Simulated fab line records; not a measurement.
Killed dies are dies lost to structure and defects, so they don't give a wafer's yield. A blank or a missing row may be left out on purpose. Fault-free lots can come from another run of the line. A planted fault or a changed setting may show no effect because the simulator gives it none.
Comparing a struck lot with a sound one :: flow n5Finfet :: 15 steps out of a route of 1938
Sound: the wafers L254.1, L254.3, L254.5. Struck: wafer L258.1 (left out: L258.3, L258.5 of the same lot, which were not struck); the cause appears at the end.
For every step that has rows: the tool of each side, followed by ch and its chambers, followed by its first start. Under that, the readings that differ: sound wafers :: struck wafers :: difference of the means :: sigmas: that difference in standard deviations of wafers without a fault.
alike: readings with means less than 2 such deviations apart, plus words and numbers identical on both sides. not compared: withheld readings, readings lacking a value on some wafer, bounds such as >300 that could conceal the same value, and numbers that have no deviation in the record and whose values overlap.
A row with sigmas, a row that says differs or no value, or rows on one side alone: a step with any of these is where the two part. When numbers do not overlap yet have no deviation, they are printed without sigmas and do not part them. Lack of a reading on every wafer of one side parts them only where that side has two or more wafers.

first, 6 steps without rows for these wafers: N5_BEOL_M2_COAT_05 (resist thk 30 nm); N5_BEOL_M2_EBR_07; N5_BEOL_M2_SOFTBAKE_06 (time 60 s); N5_BEOL_M2_EXPOSE_08 (exposes mask M2); N5_BEOL_M2_PEB_09 (peb time 60 s); N5_BEOL_M2_DEVELOP_10 (develop time 30 s).
N5_BEOL_M2_CD_MEAS_11 targets a cd of 16.79 nm.
  sound on cdSem-02 ch 0, day 10 06:28; struck on cdSem-03 ch 0, day 10 18:31
  alike: cdNm
N5_BEOL_M2_OVL_MEAS_12:
  sound on overlay-01 ch 0, day 10 06:30; struck on overlay-02 ch 0, day 10 18:32
  alike: M2_OVL
N5_BEOL_M2_INSPECT_13: inspects for defects (brightfield).
  sound on defectInspect-02 at day 10 06:34; struck on defectInspect-02 at day 10 18:37
  alike: rawDefectCount
N5_BEOL_M2_DESCUM_16: chemistry O2, time 7 s.
  sound on rieDiel-03 ch 0,1, day 10 06:36; struck on rieDiel-03 ch 0, day 10 18:38
  alike: drypumpMotorCurrentA, oesProductAu, rfVppV, showerheadPlenumPTorr, throttleValvePct
  not compared: rfHoursCounterH
N5_BEOL_M2_ETCH_74: etches underlayer in N2/H2, target depth 6.5 nm, time 5.2 s.
  sound on rieDiel-03 ch 0,1, day 10 06:38; struck on rieDiel-03 ch 0, day 10 18:41
  alike: drypumpMotorCurrentA, etchRfOnTimeS, oesProductAu, rfVppV, showerheadPlenumPTorr, throttleValvePct
  not compared: rfHoursCounterH
N5_BEOL_M2_ETCH_63: etches SiARC in CF4, target depth 15.6 nm, time 26 s.
  sound on rieDiel-03 ch 0,1, day 10 06:39; struck on rieDiel-03 ch 0, day 10 18:41
  alike: drypumpMotorCurrentA, etchRfOnTimeS, oesProductAu, rfVppV, showerheadPlenumPTorr, throttleValvePct
  not compared: rfHoursCounterH
N5_BEOL_M2_ETCH_64: etches SOC in N2/H2, target depth 75 nm, overetch 22.5 nm, time 121.9 s.
  sound on rieDiel-03 ch 0,1, day 10 06:41; struck on rieDiel-03 ch 0, day 10 18:43
reading: model.SiARC_of_BEOL_M2_COAT_62.thkNm (nm)
sound: 6 6 6
struck: 6.4
difference: +0.4
sigmas: 
  alike: drypumpMotorCurrentA, oesProductAu, rfVppV, showerheadPlenumPTorr, throttleValvePct
  not compared: rfHoursCounterH
then, 1 step without rows for these wafers: N5_BEOL_M2_STRIP_65 (strips in N2/H2).
N5_BEOL_M4_RC_MEAS_101:
  sound on prober-01 ch 0, day 11 12:41; struck on prober-01 ch 0, day 12 05:49
  alike: DIBL_N, DIBL_P, IOFF_N, IOFF_P, ION_N, ION_P, SS_N, SS_P, VT_N, VT_P

## WHERE THEY PART
Nowhere in this record.

WHY: whatever the simulator had introduced
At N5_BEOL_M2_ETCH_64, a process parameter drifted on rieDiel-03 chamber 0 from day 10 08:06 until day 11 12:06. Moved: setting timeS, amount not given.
